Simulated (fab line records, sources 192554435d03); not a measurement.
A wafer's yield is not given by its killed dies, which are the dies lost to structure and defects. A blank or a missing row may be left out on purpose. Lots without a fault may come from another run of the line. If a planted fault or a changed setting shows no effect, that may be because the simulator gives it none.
Comparing a struck lot with a sound one ; flow n5Finfet ; 22 out of 1938 route steps
Sound: wafers L923.1, L923.4, L923.6. Wafers L913.1, L913.2, L913.6 were the ones struck. The cause is given at the end.
Per side, at each step with rows, come the tool, then ch with its chambers, and then its first start. Under that, the readings that differ: sound wafers ; struck wafers ; difference of the means ; sigmas: that difference in standard deviations of wafers without a fault.
alike: words and numbers the same on both sides, and readings whose means are apart by under 2 such deviations; not compared: readings that were withheld, readings missing a value for some wafer, numbers with overlapping values and no deviation given by the record, and bounds like >300 which may hide the same value.
Wherever a step has rows on one side only, a row that says differs or no value, or a row with sigmas, the two part there. Numbers that don't overlap but have no deviation are shown without sigmas and don't part them. A reading that every wafer of one side lacks parts them only if that side has two wafers or more.

first, 8 steps without rows for these wafers: N5_BEOL_M4_CO_CAP_55 (material Co, precursor CCTBA/H2, target thk 2 nm, time 102.1 s); N5_BEOL_M4_PRE_CLEAN_56 (time 15 s); N5_BEOL_M4_DEP_57 (deposits SiCN from 3MS/NH3, target thk 8 nm, time 14 s); N5_BEOL_M5_ILD_DEP_00 (deposits SiCOH lowk from DEMS/porogen, target thk 140.64 nm, time 25.9 s); N5_BEOL_M5_CURE_79 (cures SiCOH lowk, time 240 s); N5_BEOL_M5_PECVD_70 (deposits SiO2 from TEOS/O2, target thk 16 nm, time 18 s); N5_BEOL_M5_HM_DEP_02 (deposits TiN, target thk 20 nm); N5_BEOL_M5_COAT_59 (time 60 s, resist thk 60 nm).
N5_BEOL_M5_COAT_60: time 60 s, resist thk 12 nm.
  sound on lithoTrack-01 ch 0, day 14 03:40; struck on lithoTrack-05 ch 0, day 11 07:05
reading;sound;struck;difference;sigmas
spinSpeedRpm (rpm);1499.8 1501.5 1502.2;1644.0 1644.1 1643.2;+142.6;+99 or more
model.SiARC_of_BEOL_M5_COAT_60.thkNm (nm);12 12 12;11.6 11.6 11.6;-0.4;
  alike: chillPlateTempC
then, 9 steps without rows for these wafers: N5_BEOL_M5_COAT_71 (time 60 s, resist thk 5 nm); N5_BEOL_M5_COAT_05 (resist thk 30 nm); N5_BEOL_M5_EBR_07; N5_BEOL_M5_SOFTBAKE_06 (time 60 s); N5_BEOL_M5_EXPOSE_08 (exposes mask M5, target cd 28 nm); N5_BEOL_M5_PEB_09 (peb time 60 s); N5_BEOL_M5_DEVELOP_10 (develop time 30 s); N5_BEOL_M5_DESCUM_16 (chemistry O2, time 7 s); N5_BEOL_M5_ETCH_72 (etches underlayer in N2/H2, target depth 6.5 nm, time 5.2 s).
N5_BEOL_M5_ETCH_61: etches SiARC in CF4, target depth 15.6 nm, time 26 s.
  sound on rieDiel-02 ch 1,2,3, day 14 04:14; struck on rieDiel-01 ch 0,2,3, day 11 07:38
reading;sound;struck;difference;sigmas
etchRfOnTimeS (s);26.7 25.9 25.7;24.2 24.6 24.5;-1.7;-4
model.etch.depthNm (nm);11.96 11.98 12.01;11.54 11.54 11.52;-0.45;
  alike: drypumpMotorCurrentA, oesProductAu, rfVppV, showerheadPlenumPTorr, throttleValvePct
  not compared: rfHoursCounterH
N5_BEOL_M5_ETCH_62: etches SOC in N2/H2, target depth 75 nm, overetch 15 nm, time 112.5 s.
  sound on rieDiel-02 ch 1,2,3, day 14 04:16; struck on rieDiel-01 ch 0,2,3, day 11 07:40
reading;sound;struck;difference;sigmas
model.SiARC_of_BEOL_M5_COAT_60.thkNm (nm);7 6.8 6.8;6.2 6.4 6.2;-0.6;
  alike: drypumpMotorCurrentA, oesProductAu, rfVppV, showerheadPlenumPTorr, throttleValvePct
  not compared: rfHoursCounterH
then, 1 step without rows for these wafers: N5_BEOL_M5_STRIP_63 (strips in N2/H2).
-- a jump in the record: the struck wafers' starts before and after are 4 days apart (it breaks off in module BEOL_M5 and resumes in module PASSIVATION, where the first step shown is number 1936 of the route) --
N5_PASSIVATION_PROBE_49:
  sound on prober-01, day 18 08:47; struck on prober-01, day 15 18:20
reading;sound;struck;difference;sigmas
defectLimitedYield (%);93.1 93.1 93.7;91.4 87.5 89.8;-3.7;-2
killedAtFrontEnd;26 15 22;42 70 52;+34;+2
killedAtOther;8 11 6;4 0 2;-6;-2
killedDies;81 82 74;101 148 120;+44;+3
killedOpen;60 50 48;68 101 83;+31;+2
sort_bin_6_memory (%);2.6 3.0 2.2;3.6 5.0 4.5;+1.8;+3
sortNPass;1099 1098 1106;1079 1032 1060;-44;-3
sortYieldPct (%);93.1 93.1 93.7;91.4 87.5 89.8;-3.7;-2
  alike: killed_at_M0_to_M3, killed_at_M4_up, killedAtContacts, killedOnRim, killedShort, sort_bin_5_function

## WHERE THEY PART
First at N5_BEOL_M5_COAT_60; last, within this record, at N5_PASSIVATION_PROBE_49.

WHY: whatever the simulator had introduced
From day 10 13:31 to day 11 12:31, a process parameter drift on lithoTrack-05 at N5_BEOL_M5_COAT_60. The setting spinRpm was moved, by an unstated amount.
